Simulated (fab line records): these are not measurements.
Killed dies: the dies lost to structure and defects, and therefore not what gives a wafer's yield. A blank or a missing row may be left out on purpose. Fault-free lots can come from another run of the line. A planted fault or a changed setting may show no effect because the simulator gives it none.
Matching of chambers :: flow n5_finfet :: N5_BEOL_M6_ETCH_61 on rie_diel-02: 4 sister chambers
The step etches SiARC in CF4, target depth 45.5 nm, time 75.8 s. 33 wafers are shown with their chamber, then 12 later ones without.

== WAFERS, EACH WITH ITS CHAMBER ==
wafer: L074.1
chamber: 0
drypump_motor_current_A (A): 6.4
showerhead_plenum_p_Torr (Torr): 2.05
throttle_valve_pct (%): 15.77

wafer: L074.3
chamber: 0
drypump_motor_current_A (A): 6.4
showerhead_plenum_p_Torr (Torr): 2.05
throttle_valve_pct (%): 15.77

wafer: L074.5
chamber: 2
drypump_motor_current_A (A): 6.0
showerhead_plenum_p_Torr (Torr): 2.24
throttle_valve_pct (%): 15.53

wafer: L076.3
chamber: 2
drypump_motor_current_A (A): 6.0
showerhead_plenum_p_Torr (Torr): 2.24
throttle_valve_pct (%): 15.54

wafer: L076.4
chamber: 2
drypump_motor_current_A (A): 6.0
showerhead_plenum_p_Torr (Torr): 2.24
throttle_valve_pct (%): 15.54

wafer: L076.6
chamber: 0
drypump_motor_current_A (A): 6.4
showerhead_plenum_p_Torr (Torr): 2.05
throttle_valve_pct (%): 15.79

wafer: L077.2
chamber: 0
drypump_motor_current_A (A): 6.4
showerhead_plenum_p_Torr (Torr): 2.05
throttle_valve_pct (%): 15.79

wafer: L077.4
chamber: 1
drypump_motor_current_A (A): 6.2
showerhead_plenum_p_Torr (Torr): 2.27
throttle_valve_pct (%): 15.27

wafer: L077.5
chamber: 2
drypump_motor_current_A (A): 6.0
showerhead_plenum_p_Torr (Torr): 2.24
throttle_valve_pct (%): 15.55

wafer: L078.1
chamber: 1
drypump_motor_current_A (A): 6.2
showerhead_plenum_p_Torr (Torr): 2.27
throttle_valve_pct (%): 15.25

wafer: L078.3
chamber: 0
drypump_motor_current_A (A): 6.4
showerhead_plenum_p_Torr (Torr): 2.05
throttle_valve_pct (%): 15.81

wafer: L078.5
chamber: 1
drypump_motor_current_A (A): 6.2
showerhead_plenum_p_Torr (Torr): 2.27
throttle_valve_pct (%): 15.26

wafer: L079.1
chamber: 3
drypump_motor_current_A (A): 6.3
showerhead_plenum_p_Torr (Torr): 2.17
throttle_valve_pct (%): 15.52

wafer: L079.2
chamber: 2
drypump_motor_current_A (A): 6.0
showerhead_plenum_p_Torr (Torr): 2.24
throttle_valve_pct (%): 15.57

wafer: L079.6
chamber: 1
drypump_motor_current_A (A): 6.2
showerhead_plenum_p_Torr (Torr): 2.27
throttle_valve_pct (%): 15.25

wafer: L080.2
chamber: 2
drypump_motor_current_A (A): 6.0
showerhead_plenum_p_Torr (Torr): 2.24
throttle_valve_pct (%): 15.56

wafer: L080.3
chamber: 3
drypump_motor_current_A (A): 6.4
showerhead_plenum_p_Torr (Torr): 2.17
throttle_valve_pct (%): 15.53

wafer: L080.4
chamber: 0
drypump_motor_current_A (A): 6.4
showerhead_plenum_p_Torr (Torr): 2.05
throttle_valve_pct (%): 15.81

wafer: L088.2
chamber: 3
drypump_motor_current_A (A): 6.3
showerhead_plenum_p_Torr (Torr): 2.16
throttle_valve_pct (%): 15.60

wafer: L088.3
chamber: 0
drypump_motor_current_A (A): 6.4
showerhead_plenum_p_Torr (Torr): 2.03
throttle_valve_pct (%): 15.86

wafer: L088.5
chamber: 3
drypump_motor_current_A (A): 6.3
showerhead_plenum_p_Torr (Torr): 2.16
throttle_valve_pct (%): 15.59

wafer: L095.2
chamber: 0
drypump_motor_current_A (A): 6.4
showerhead_plenum_p_Torr (Torr): 2.03
throttle_valve_pct (%): 15.87

wafer: L095.5
chamber: 1
drypump_motor_current_A (A): 6.2
showerhead_plenum_p_Torr (Torr): 2.25
throttle_valve_pct (%): 15.32

wafer: L095.6
chamber: 2
drypump_motor_current_A (A): 6.0
showerhead_plenum_p_Torr (Torr): 2.23
throttle_valve_pct (%): 15.62

wafer: L094.3
chamber: 0
drypump_motor_current_A (A): 6.4
showerhead_plenum_p_Torr (Torr): 2.03
throttle_valve_pct (%): 15.88

wafer: L094.4
chamber: 1
drypump_motor_current_A (A): 6.2
showerhead_plenum_p_Torr (Torr): 2.25
throttle_valve_pct (%): 15.33

wafer: L094.5
chamber: 0
drypump_motor_current_A (A): 6.4
showerhead_plenum_p_Torr (Torr): 2.03
throttle_valve_pct (%): 15.89

wafer: L085.2
chamber: 3
drypump_motor_current_A (A): 6.4
showerhead_plenum_p_Torr (Torr): 2.16
throttle_valve_pct (%): 15.60

wafer: L085.4
chamber: 2
drypump_motor_current_A (A): 6.0
showerhead_plenum_p_Torr (Torr): 2.23
throttle_valve_pct (%): 15.65

wafer: L085.6
chamber: 3
drypump_motor_current_A (A): 6.3
showerhead_plenum_p_Torr (Torr): 2.16
throttle_valve_pct (%): 15.58

wafer: L089.3
chamber: 3
drypump_motor_current_A (A): 6.4
showerhead_plenum_p_Torr (Torr): 2.16
throttle_valve_pct (%): 15.59

wafer: L089.5
chamber: 2
drypump_motor_current_A (A): 6.0
showerhead_plenum_p_Torr (Torr): 2.22
throttle_valve_pct (%): 15.63

wafer: L089.6
chamber: 1
drypump_motor_current_A (A): 6.2
showerhead_plenum_p_Torr (Torr): 2.25
throttle_valve_pct (%): 15.34

SIGNATURES (means of the wafers above)
reading: drypump_motor_current_A
chamber 0: 6.400
chamber 1: 6.200
chamber 2: 6.000
chamber 3: 6.343
scatter within a chamber: 0.0243

reading: showerhead_plenum_p_Torr
chamber 0: 2.0420
chamber 1: 2.2614
chamber 2: 2.2356
chamber 3: 2.1629
scatter within a chamber: 0.00873

reading: throttle_valve_pct
chamber 0: 15.8240
chamber 1: 15.2886
chamber 2: 15.5767
chamber 3: 15.5729
scatter within a chamber: 0.0422
Rule: for each reading, subtract the chamber's mean from the wafer's reading, divide by that reading's scatter and square the result; add these up over the readings and take the root, which gives the wafer's distance from the chamber. The wafer belongs to the nearest chamber; if the next one is less than 2 further off, it can't be placed. The scatter: take each reading less its chamber's mean, square it, sum over the shown wafers, divide by the number of wafers less the number of chambers, and take the root.

== WAFERS WITH NO CHAMBER GIVEN ==
wafer: L092.2
drypump_motor_current_A (A): 6.0
showerhead_plenum_p_Torr (Torr): 2.22
throttle_valve_pct (%): 15.63

wafer: L092.4
drypump_motor_current_A (A): 6.3
showerhead_plenum_p_Torr (Torr): 2.16
throttle_valve_pct (%): 15.62

wafer: L092.6
drypump_motor_current_A (A): 6.0
showerhead_plenum_p_Torr (Torr): 2.22
throttle_valve_pct (%): 15.65

wafer: L087.1
drypump_motor_current_A (A): 6.3
showerhead_plenum_p_Torr (Torr): 2.16
throttle_valve_pct (%): 15.61

wafer: L087.2
drypump_motor_current_A (A): 6.4
showerhead_plenum_p_Torr (Torr): 2.03
throttle_valve_pct (%): 15.89

wafer: L087.3
drypump_motor_current_A (A): 6.0
showerhead_plenum_p_Torr (Torr): 2.22
throttle_valve_pct (%): 15.64

wafer: L096.1
drypump_motor_current_A (A): 6.4
showerhead_plenum_p_Torr (Torr): 2.16
throttle_valve_pct (%): 15.62

wafer: L096.4
drypump_motor_current_A (A): 6.2
showerhead_plenum_p_Torr (Torr): 2.25
throttle_valve_pct (%): 15.34

wafer: L096.5
drypump_motor_current_A (A): 6.0
showerhead_plenum_p_Torr (Torr): 2.22
throttle_valve_pct (%): 15.65

wafer: L086.3
drypump_motor_current_A (A): 6.4
showerhead_plenum_p_Torr (Torr): 2.03
throttle_valve_pct (%): 15.88

wafer: L086.4
drypump_motor_current_A (A): 6.4
showerhead_plenum_p_Torr (Torr): 2.16
throttle_valve_pct (%): 15.61

wafer: L086.5
drypump_motor_current_A (A): 6.4
showerhead_plenum_p_Torr (Torr): 2.03
throttle_valve_pct (%): 15.89

== WHICH CHAMBER EACH WENT THROUGH ==
wafer: L092.2
from the rows above: 2
in truth: 2

wafer: L092.4
from the rows above: 3
in truth: 3

wafer: L092.6
from the rows above: 2
in truth: 2

wafer: L087.1
from the rows above: 3
in truth: 3

wafer: L087.2
from the rows above: 0
in truth: 0

wafer: L087.3
from the rows above: 2
in truth: 2

wafer: L096.1
from the rows above: 3
in truth: 3

wafer: L096.4
from the rows above: 1
in truth: 1

wafer: L096.5
from the rows above: 2
in truth: 2

wafer: L086.3
from the rows above: 0
in truth: 0

wafer: L086.4
from the rows above: 3
in truth: 3

wafer: L086.5
from the rows above: 0
in truth: 0
Placed correctly: 12 of 12. From these rows, 0 cannot be placed. Placed wrongly: 0.
